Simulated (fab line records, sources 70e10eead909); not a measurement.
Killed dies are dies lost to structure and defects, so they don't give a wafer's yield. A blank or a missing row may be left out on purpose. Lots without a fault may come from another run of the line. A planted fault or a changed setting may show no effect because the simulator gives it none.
Chamber matching | flow nand_harc | NHARC_P_ZERO_WELL_DESCUM_54 on rie_diel-03: 4 sister chambers
The step chemistry O2, time 3 s. 16 wafers are shown with their chamber, then 8 later ones without.

WAFERS WITH THEIR CHAMBER
wafer  | chamber | drypump_motor_current_A (A) | oes_product_au (a.u.) | rf_vpp_V (V)
L074.2 | 3       | 6.4                         | 1.007                 | 58.1
L074.4 | 1       | 6.1                         | 1.010                 | 57.2
L074.6 | 3       | 6.4                         | 1.002                 | 57.7
L075.1 | 0       | 5.6                         | 1.010                 | 60.4
L075.3 | 3       | 6.4                         | 1.001                 | 58.2
L075.6 | 0       | 5.6                         | 1.017                 | 58.6
L080.1 | 0       | 5.6                         | 1.031                 | 59.1
L080.2 | 3       | 6.4                         | 0.994                 | 58.7
L080.4 | 2       | 5.3                         | 1.012                 | 59.3
L082.4 | 3       | 6.4                         | 0.994                 | 57.3
L082.5 | 3       | 6.4                         | 0.998                 | 57.0
L082.6 | 2       | 5.3                         | 0.999                 | 58.3
L084.2 | 0       | 5.6                         | 1.019                 | 57.9
L084.3 | 1       | 6.1                         | 1.019                 | 56.9
L084.5 | 3       | 6.4                         | 0.995                 | 57.6
L086.1 | 0       | 5.5                         | 1.015                 | 57.6

SIGNATURES (means of the wafers above)
reading                 | chamber 0 | chamber 1 | chamber 2 | chamber 3 | scatter within a chamber
drypump_motor_current_A | 5.580     | 6.100     | 5.300     | 6.400     | 0.0258
oes_product_au          | 1.01840   | 1.01450   | 1.00550   | 0.99871   | 0.00653
rf_vpp_V                | 58.720    | 57.050    | 58.800    | 57.800    | 0.788
Rule: a wafer's distance from a chamber is the root of the sum, over the readings, of the square of ((its reading less the chamber's mean) divided by the reading's scatter). The wafer belongs to the nearest chamber; if the next one is less than 2 further off, it can't be placed. The scatter: the root of (the sum of the squares of (reading less its chamber's mean) over the shown wafers, divided by (wafers less chambers)).

WAFERS WITHOUT THEIR CHAMBER
wafer  | drypump_motor_current_A (A) | oes_product_au (a.u.) | rf_vpp_V (V)
L086.2 | 5.3                         | 0.995                 | 59.5
L086.5 | 5.6                         | 1.023                 | 56.9
L092.2 | 6.1                         | 1.012                 | 56.8
L092.4 | 6.4                         | 0.980                 | 56.5
L092.6 | 6.1                         | 1.008                 | 57.3
L094.2 | 6.4                         | 0.984                 | 58.0
L094.5 | 6.1                         | 1.010                 | 57.5
L094.6 | 5.3                         | 1.001                 | 58.8

WHICH CHAMBER EACH WENT THROUGH
wafer  | from the rows above | in truth
L086.2 | 2                   | 2
L086.5 | 0                   | 0
L092.2 | 1                   | 1
L092.4 | 3                   | 3
L092.6 | 1                   | 1
L094.2 | 3                   | 3
L094.5 | 1                   | 1
L094.6 | 2                   | 2
Placed correctly: 8 of 8. Can't be placed from these rows: 0. Placed wrongly: 0.
